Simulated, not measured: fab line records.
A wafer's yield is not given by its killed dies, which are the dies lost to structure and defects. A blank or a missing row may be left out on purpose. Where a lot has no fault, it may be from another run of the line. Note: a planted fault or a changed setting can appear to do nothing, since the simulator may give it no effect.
Matching of chambers | flow nand_harc | NHARC_THIN_TSV_ETCH_44 on rie_diel-06: 4 sister chambers
The step etches the open film in CF4/O2, target depth 1594.2 nm, time 797.1 s. 8 wafers are shown with their chamber, then 7 later ones without.

## WAFERS PAIRED WITH THEIR CHAMBERS
wafer  | chamber | rf_vpp_V (V) | oes_product_au (a.u.)
L735.4 | 3       | 800          | 1.015
L735.5 | 2       | 793          | 1.005
L746.4 | 0       | 796          | 0.987
L747.2 | 3       | 799          | 1.001
L747.4 | 1       | 786          | 1.013
L747.5 | 1       | 788          | 1.005
L752.2 | 2       | 791          | 1.004
L752.4 | 0       | 796          | 0.980

## WAFERS WITHOUT THEIR CHAMBER
wafer  | rf_vpp_V (V) | oes_product_au (a.u.)
L752.6 | 800          | 1.005
L751.1 | 796          | 0.986
L751.2 | 800          | 0.999
L751.5 | 788          | 1.009
L754.2 | 791          | 0.989
L754.4 | 788          | 1.001
L754.6 | 792          | 0.994

## WHICH CHAMBER EACH ONE RAN IN
wafer  | from the rows above | in truth
L752.6 | 3                   | 3
L751.1 | 0                   | 0
L751.2 | 3                   | 3
L751.5 | 1                   | 1
L754.2 | 2                   | 2
L754.4 | 1                   | 1
L754.6 | 2                   | 2
Correctly placed: 7 of 7. Can't be placed from these rows: 0. Number placed wrongly: 0.
How it was worked out, from the rows above alone: a wafer's distance from a chamber is the root of the sum, over the readings, of the square of ((its reading less the chamber's mean) divided by the reading's scatter). If the next closest chamber is less than 2 further off than the closest, the wafer can't be placed; otherwise it belongs to the closest. For every chamber, the mean is computed from those of its wafers that are shown. The scatter: take each reading less its chamber's mean, square it, sum over the shown wafers, divide by the number of wafers less the number of chambers, and take the root.
